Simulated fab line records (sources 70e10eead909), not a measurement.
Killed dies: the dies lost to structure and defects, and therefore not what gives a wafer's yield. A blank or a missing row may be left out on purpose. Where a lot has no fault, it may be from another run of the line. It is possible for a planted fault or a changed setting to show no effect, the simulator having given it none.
What tool caused it? / flow nand harc / Sampling: 13 lots, 39 wafers, 4 of 1302 route steps

## WHAT THE GAUGES SHOWED, per wafer
Not one reading of a measure or inspect step in the record can be checked against a usual standard deviation.

## WHAT TOOL EACH LOT RAN ON (gives the tool, then ch and the chambers of the sampled wafers, and finally the start)
lot=L583; NHARC_A_STAIRCASE_HM_DEP_459=acl dep-02 ch 0, day 17 08:01; NHARC_A_STAIRCASE_HM_OPEN_460=rie diel-05 ch 0,1,2, day 17 16:38 or earlier; NHARC_A_STAIRCASE_ETCH_294=rie diel-05 ch 1,3, day 17 16:38 or earlier; NHARC_A_STAIRCASE_DEP_301=pecvd-02 ch 0,1,2, day 17 16:38
lot=L584; NHARC_A_STAIRCASE_HM_DEP_459=acl dep-02 ch 0, day 17 13:14; NHARC_A_STAIRCASE_HM_OPEN_460=rie diel-01 ch 0,3, day 17 22:03 or earlier; NHARC_A_STAIRCASE_ETCH_294=rie diel-01 ch 0,2, day 17 22:03 or earlier; NHARC_A_STAIRCASE_DEP_301=pecvd-02 ch 0,1, day 17 22:03
lot=L586; NHARC_A_STAIRCASE_HM_DEP_459=acl dep-03 ch 0, day 17 22:00; NHARC_A_STAIRCASE_HM_OPEN_460=rie diel-13 ch 2,3, day 18 05:03 or earlier; NHARC_A_STAIRCASE_ETCH_294=rie diel-13 ch 2,3, day 18 05:03 or earlier; NHARC_A_STAIRCASE_DEP_301=pecvd-03 ch 0,1,2, day 18 05:03
lot=L587; NHARC_A_STAIRCASE_HM_DEP_459=acl dep-02 ch 0, day 19 05:23; NHARC_A_STAIRCASE_HM_OPEN_460=rie diel-01 ch 0,1, day 19 12:15 or earlier; NHARC_A_STAIRCASE_ETCH_294=rie diel-01 ch 0,1, day 19 12:15 or earlier; NHARC_A_STAIRCASE_DEP_301=pecvd-03 ch 1,2, day 19 12:15
lot=L589; NHARC_A_STAIRCASE_HM_DEP_459=acl dep-02 ch 0, day 19 07:33; NHARC_A_STAIRCASE_HM_OPEN_460=rie diel-01 ch 0,1,2, day 19 17:04 or earlier; NHARC_A_STAIRCASE_ETCH_294=rie diel-01 ch 1,2,3, day 19 17:04 or earlier; NHARC_A_STAIRCASE_DEP_301=pecvd-02 ch 1,2, day 19 17:04
lot=L588; NHARC_A_STAIRCASE_HM_DEP_459=acl dep-01 ch 0, day 19 08:16; NHARC_A_STAIRCASE_HM_OPEN_460=rie diel-01 ch 0,2,3, day 19 18:15 or earlier; NHARC_A_STAIRCASE_ETCH_294=rie diel-01 ch 0,2,3, day 19 18:15 or earlier; NHARC_A_STAIRCASE_DEP_301=pecvd-02 ch 0,1,2, day 19 18:15
lot=L590; NHARC_A_STAIRCASE_HM_DEP_459=acl dep-02 ch 0, day 20 16:10; NHARC_A_STAIRCASE_HM_OPEN_460=rie diel-01 ch 0,1,3, day 21 03:01 or earlier; NHARC_A_STAIRCASE_ETCH_294=rie diel-01 ch 0,1,2, day 21 03:01 or earlier; NHARC_A_STAIRCASE_DEP_301=pecvd-02 ch 1,2, day 21 03:01
lot=L591; NHARC_A_STAIRCASE_HM_DEP_459=acl dep-02 ch 0, day 20 21:49; NHARC_A_STAIRCASE_HM_OPEN_460=rie diel-05 ch 1,2,3, day 21 08:32 or earlier; NHARC_A_STAIRCASE_ETCH_294=rie diel-05 ch 0,1,3, day 21 08:32 or earlier; NHARC_A_STAIRCASE_DEP_301=pecvd-04 ch 0,1,2, day 21 08:32
lot=L594; NHARC_A_STAIRCASE_HM_DEP_459=acl dep-01 ch 0, day 21 14:44; NHARC_A_STAIRCASE_HM_OPEN_460=rie diel-01 ch 0,3, day 21 21:41 or earlier; NHARC_A_STAIRCASE_ETCH_294=rie diel-01 ch 1,2,3, day 21 21:41 or earlier; NHARC_A_STAIRCASE_DEP_301=pecvd-02 ch 0,1, day 21 21:41
lot=L595; NHARC_A_STAIRCASE_HM_DEP_459=acl dep-02 ch 0, day 22 04:08; NHARC_A_STAIRCASE_HM_OPEN_460=rie diel-13 ch 0,1, day 22 15:05 or earlier; NHARC_A_STAIRCASE_ETCH_294=rie diel-13 ch 1,2,3, day 22 15:05 or earlier; NHARC_A_STAIRCASE_DEP_301=pecvd-02 ch 0,1, day 22 15:05
lot=L596; NHARC_A_STAIRCASE_HM_DEP_459=acl dep-01 ch 0, day 22 20:25; NHARC_A_STAIRCASE_HM_OPEN_460=rie diel-01 ch 0,2, day 23 03:08 or earlier; NHARC_A_STAIRCASE_ETCH_294=rie diel-01 ch 0,1,3, day 23 03:08 or earlier; NHARC_A_STAIRCASE_DEP_301=pecvd-04 ch 0,1, day 23 03:08
lot=L601; NHARC_A_STAIRCASE_HM_DEP_459=acl dep-02 ch 0, day 25 05:06; NHARC_A_STAIRCASE_HM_OPEN_460=rie diel-13 ch 0,2, day 25 16:31 or earlier; NHARC_A_STAIRCASE_ETCH_294=rie diel-13 ch 0,3, day 25 16:31 or earlier; NHARC_A_STAIRCASE_DEP_301=pecvd-03 ch 0,1,2, day 25 16:31
lot=L604; NHARC_A_STAIRCASE_HM_DEP_459=acl dep-02 ch 0, day 25 21:23; NHARC_A_STAIRCASE_HM_OPEN_460=rie diel-13 ch 1,2,3, day 26 04:25 or earlier; NHARC_A_STAIRCASE_ETCH_294=rie diel-13 ch 1,2,3, day 26 04:25 or earlier; NHARC_A_STAIRCASE_DEP_301=pecvd-03 ch 1,2, day 26 04:25
- NHARC_A_STAIRCASE_HM_DEP_459: deposits aC, target thk 1500 nm.
- NHARC_A_STAIRCASE_HM_OPEN_460: chemistry O2/COS.
- NHARC_A_STAIRCASE_ETCH_294: etches the open film in C4F8/O2/Ar, target depth 4989 nm, time 1211.6 s.
- NHARC_A_STAIRCASE_DEP_301: deposits SiON, target thk 30 nm.

## WHAT THE TOOLS THEMSELVES READ (means of the sampled wafers that have a number; where no wafer has one, the mark that the record gives instead)
NHARC_A_STAIRCASE_HM_DEP_459. Usual: throttle valve pct 35.000 %, standard deviation 0.009.
lot=L583; tool=acl dep-02; throttle valve pct (%)=34.999; flag=
lot=L584; tool=acl dep-02; throttle valve pct (%)=34.996; flag=
lot=L586; tool=acl dep-03; throttle valve pct (%)=34.996; flag=
lot=L587; tool=acl dep-02; throttle valve pct (%)=35.001; flag=
lot=L589; tool=acl dep-02; throttle valve pct (%)=34.994; flag=
lot=L588; tool=acl dep-01; throttle valve pct (%)=34.998; flag=
lot=L590; tool=acl dep-02; throttle valve pct (%)=34.999; flag=
lot=L591; tool=acl dep-02; throttle valve pct (%)=34.997; flag=
lot=L594; tool=acl dep-01; throttle valve pct (%)=35.008; flag=
lot=L595; tool=acl dep-02; throttle valve pct (%)=34.999; flag=
lot=L596; tool=acl dep-01; throttle valve pct (%)=35.010; flag=
lot=L601; tool=acl dep-02; throttle valve pct (%)=35.004; flag=
lot=L604; tool=acl dep-02; throttle valve pct (%)=34.996; flag=

NHARC_A_STAIRCASE_HM_OPEN_460. Usual: drypump motor current A 5.6 A, standard deviation 0.4; oes product au 1.005 a.u., standard deviation 0.0093; rf vpp V 467 V, standard deviation 3; showerhead plenum p Torr 3.12 Torr, standard deviation 0.14; throttle valve pct 28.330 %, standard deviation 0.0088.
lot=L583; tool=rie diel-05; drypump motor current A (A)=5.8; oes product au (a.u.)=1.004; rf vpp V (V)=466; showerhead plenum p Torr (Torr)=3.08; throttle valve pct (%)=28.335; flag=
lot=L584; tool=rie diel-01; drypump motor current A (A)=5.2; oes product au (a.u.)=1.014; rf vpp V (V)=467; showerhead plenum p Torr (Torr)=3.11; throttle valve pct (%)=28.326; flag=
lot=L586; tool=rie diel-13; drypump motor current A (A)=5.7; oes product au (a.u.)=1.000; rf vpp V (V)=466; showerhead plenum p Torr (Torr)=3.08; throttle valve pct (%)=28.328; flag=
lot=L587; tool=rie diel-01; drypump motor current A (A)=5.7; oes product au (a.u.)=0.995; rf vpp V (V)=468; showerhead plenum p Torr (Torr)=3.19; throttle valve pct (%)=28.337; flag=
lot=L589; tool=rie diel-01; drypump motor current A (A)=5.9; oes product au (a.u.)=1.004; rf vpp V (V)=470; showerhead plenum p Torr (Torr)=3.25; throttle valve pct (%)=28.331; flag=
lot=L588; tool=rie diel-01; drypump motor current A (A)=5.5; oes product au (a.u.)=1.005; rf vpp V (V)=468; showerhead plenum p Torr (Torr)=3.17; throttle valve pct (%)=28.337; flag=
lot=L590; tool=rie diel-01; drypump motor current A (A)=5.6; oes product au (a.u.)=1.007; rf vpp V (V)=469; showerhead plenum p Torr (Torr)=3.17; throttle valve pct (%)=28.316; flag=
lot=L591; tool=rie diel-05; drypump motor current A (A)=5.7; oes product au (a.u.)=0.995; rf vpp V (V)=465; showerhead plenum p Torr (Torr)=3.02; throttle valve pct (%)=28.330; flag=
lot=L594; tool=rie diel-01; drypump motor current A (A)=5.3; oes product au (a.u.)=1.017; rf vpp V (V)=466; showerhead plenum p Torr (Torr)=3.10; throttle valve pct (%)=28.330; flag=
lot=L595; tool=rie diel-13; drypump motor current A (A)=5.4; oes product au (a.u.)=0.996; rf vpp V (V)=464; showerhead plenum p Torr (Torr)=2.98; throttle valve pct (%)=28.325; flag=
lot=L596; tool=rie diel-01; drypump motor current A (A)=5.6; oes product au (a.u.)=1.008; rf vpp V (V)=468; showerhead plenum p Torr (Torr)=3.18; throttle valve pct (%)=28.325; flag=
lot=L601; tool=rie diel-13; drypump motor current A (A)=5.4; oes product au (a.u.)=1.011; rf vpp V (V)=463; showerhead plenum p Torr (Torr)=2.96; throttle valve pct (%)=28.332; flag=
lot=L604; tool=rie diel-13; drypump motor current A (A)=5.6; oes product au (a.u.)=1.007; rf vpp V (V)=465; showerhead plenum p Torr (Torr)=3.02; throttle valve pct (%)=28.335; flag=

NHARC_A_STAIRCASE_ETCH_294. Usual: oes product au 0.937 a.u., standard deviation 0.0081; rf vpp V 1827 V, standard deviation 11.
lot=L583; tool=rie diel-05; oes product au (a.u.)=0.941; rf vpp V (V)=1827; flag=
lot=L584; tool=rie diel-01; oes product au (a.u.)=0.946; rf vpp V (V)=1838; flag=
lot=L586; tool=rie diel-13; oes product au (a.u.)=0.933; rf vpp V (V)=1823; flag=
lot=L587; tool=rie diel-01; oes product au (a.u.)=0.928; rf vpp V (V)=1837; flag=
lot=L589; tool=rie diel-01; oes product au (a.u.)=0.937; rf vpp V (V)=1835; flag=
lot=L588; tool=rie diel-01; oes product au (a.u.)=0.943; rf vpp V (V)=1831; flag=
lot=L590; tool=rie diel-01; oes product au (a.u.)=0.936; rf vpp V (V)=1836; flag=
lot=L591; tool=rie diel-05; oes product au (a.u.)=0.938; rf vpp V (V)=1830; flag=
lot=L594; tool=rie diel-01; oes product au (a.u.)=0.937; rf vpp V (V)=1836; flag=
lot=L595; tool=rie diel-13; oes product au (a.u.)=0.932; rf vpp V (V)=1820; flag=
lot=L596; tool=rie diel-01; oes product au (a.u.)=0.939; rf vpp V (V)=1831; flag=
lot=L601; tool=rie diel-13; oes product au (a.u.)=0.941; rf vpp V (V)=1816; flag=
lot=L604; tool=rie diel-13; oes product au (a.u.)=0.938; rf vpp V (V)=1819; flag=

NHARC_A_STAIRCASE_DEP_301. Usual: heater power w 805 W, standard deviation 110; rf fwd power W 348.6 W, standard deviation 1.1; showerhead vpp V 1114 V, standard deviation 52.
lot=L583; tool=pecvd-02; heater power w (W)=825; rf fwd power W (W)=348.8; showerhead vpp V (V)=1152; flag=
lot=L584; tool=pecvd-02; heater power w (W)=884; rf fwd power W (W)=347.9; showerhead vpp V (V)=1152; flag=
lot=L586; tool=pecvd-03; heater power w (W)=688; rf fwd power W (W)=348.3; showerhead vpp V (V)=1085; flag=
lot=L587; tool=pecvd-03; heater power w (W)=778; rf fwd power W (W)=348.5; showerhead vpp V (V)=1034; flag=
lot=L589; tool=pecvd-02; heater power w (W)=894; rf fwd power W (W)=350.0; showerhead vpp V (V)=1140; flag=
lot=L588; tool=pecvd-02; heater power w (W)=867; rf fwd power W (W)=349.3; showerhead vpp V (V)=1149; flag=
lot=L590; tool=pecvd-02; heater power w (W)=890; rf fwd power W (W)=349.3; showerhead vpp V (V)=1125; flag=
lot=L591; tool=pecvd-04; heater power w (W)=885; rf fwd power W (W)=348.0; showerhead vpp V (V)=1110; flag=
lot=L594; tool=pecvd-02; heater power w (W)=815; rf fwd power W (W)=349.3; showerhead vpp V (V)=1154; flag=
lot=L595; tool=pecvd-02; heater power w (W)=846; rf fwd power W (W)=348.5; showerhead vpp V (V)=1145; flag=
lot=L596; tool=pecvd-04; heater power w (W)=887; rf fwd power W (W)=348.4; showerhead vpp V (V)=1134; flag=
lot=L601; tool=pecvd-03; heater power w (W)=716; rf fwd power W (W)=207.3; showerhead vpp V (V)=840; flag=OFF
lot=L604; tool=pecvd-03; heater power w (W)=748; rf fwd power W (W)=208.1; showerhead vpp V (V)=819; flag=OFF

## THE ANSWER, worked out from the rows above alone
Rule: lot off if the mean of its wafers having a number is beyond 3 standard deviations from the usual mean. Also off: a lot with no number at a reading for which 4 or more lots have one. Any other lot the step has rows for is counted as sound. Order of review: gauges by route order, followed by the tools' own readings, for which a lot's mean as printed above is used. The first step at which some lot is off is used, and at that step the reading that is off furthest; a lot without a number counts as furthest.
Off: L601, L604, at NHARC_A_STAIRCASE_DEP_301 (rf fwd power W).
A tool fits if, at that step or a process step before it, it ran every lot that is off, and no sound lot after the first of them. NHARC_A_STAIRCASE_HM_OPEN_460 gives no start for some lots, so the hours and the order of its lots are those of NHARC_A_STAIRCASE_DEP_301. NHARC_A_STAIRCASE_ETCH_294 gives no start for some lots, so the hours and the order of its lots are those of NHARC_A_STAIRCASE_DEP_301. Can't be told from this: 3 tools fit, acl dep-02 at NHARC_A_STAIRCASE_HM_DEP_459, rie diel-13 at NHARC_A_STAIRCASE_HM_OPEN_460 and NHARC_A_STAIRCASE_ETCH_294, pecvd-03 at NHARC_A_STAIRCASE_DEP_301.

## WHAT THE SIMULATOR HAD INSERTED
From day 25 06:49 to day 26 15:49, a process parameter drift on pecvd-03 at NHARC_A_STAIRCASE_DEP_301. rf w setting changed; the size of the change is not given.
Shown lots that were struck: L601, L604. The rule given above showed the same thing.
